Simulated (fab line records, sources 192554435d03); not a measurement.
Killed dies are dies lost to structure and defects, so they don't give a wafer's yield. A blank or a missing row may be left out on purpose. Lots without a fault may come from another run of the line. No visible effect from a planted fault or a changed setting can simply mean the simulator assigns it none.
Chamber matching :: flow n5_finfet :: 4 sister chambers for N5_MOL_CONTACT_COAG_ALD_27 on ald_sin-04
The step deposits SiOC, target thk 17 nm, pulse time 1.5 s, time 2720 s. 7 wafers are shown with their chamber, then 8 later ones without.

WAFERS, EACH WITH ITS CHAMBER
wafer: L609.3
chamber: 0
heater_power_outer_w (W): 562
heater_power_w (W): 857

wafer: L611.6
chamber: 2
heater_power_outer_w (W): 456
heater_power_w (W): 759

wafer: L613.2
chamber: 2
heater_power_outer_w (W): 459
heater_power_w (W): 744

wafer: L615.1
chamber: 1
heater_power_outer_w (W): 466
heater_power_w (W): 820

wafer: L615.3
chamber: 3
heater_power_outer_w (W): 570
heater_power_w (W): 909

wafer: L615.6
chamber: 1
heater_power_outer_w (W): 474
heater_power_w (W): 823

wafer: L618.1
chamber: 3
heater_power_outer_w (W): 578
heater_power_w (W): 894

WAFERS WITH NO CHAMBER GIVEN
wafer: L618.2
heater_power_outer_w (W): 545
heater_power_w (W): 885

wafer: L618.4
heater_power_outer_w (W): 473
heater_power_w (W): 752

wafer: L620.1
heater_power_outer_w (W): 466
heater_power_w (W): 750

wafer: L620.4
heater_power_outer_w (W): 465
heater_power_w (W): 824

wafer: L620.6
heater_power_outer_w (W): 562
heater_power_w (W): 913

wafer: L624.1
heater_power_outer_w (W): 464
heater_power_w (W): 754

wafer: L624.2
heater_power_outer_w (W): 566
heater_power_w (W): 896

wafer: L624.6
heater_power_outer_w (W): 553
heater_power_w (W): 853

THE CHAMBER EACH PASSED THROUGH
wafer: L618.2
from the rows above: can't be placed: 0 or 3
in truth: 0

wafer: L618.4
from the rows above: 2
in truth: 2

wafer: L620.1
from the rows above: 2
in truth: 2

wafer: L620.4
from the rows above: 1
in truth: 1

wafer: L620.6
from the rows above: 3
in truth: 3

wafer: L624.1
from the rows above: 2
in truth: 2

wafer: L624.2
from the rows above: 3
in truth: 3

wafer: L624.6
from the rows above: 0
in truth: 0
7 of 8 placed correctly. Unplaceable from these rows: 1, with the true chamber sitting among the candidates in 1. Wrongly placed: 0.
How it was worked out, from the rows above alone: a wafer's distance from a chamber is the root of the sum, over the readings, of the square of ((its reading less the chamber's mean) divided by the reading's scatter). The wafer belongs to the nearest chamber; if the next one is less than 2 further off, it can't be placed. The mean given for a chamber averages the wafers shown for that chamber. The scatter is the square root of a quotient: the sum, over the shown wafers, of each reading's squared deviation from its chamber's mean, divided by wafers minus chambers.
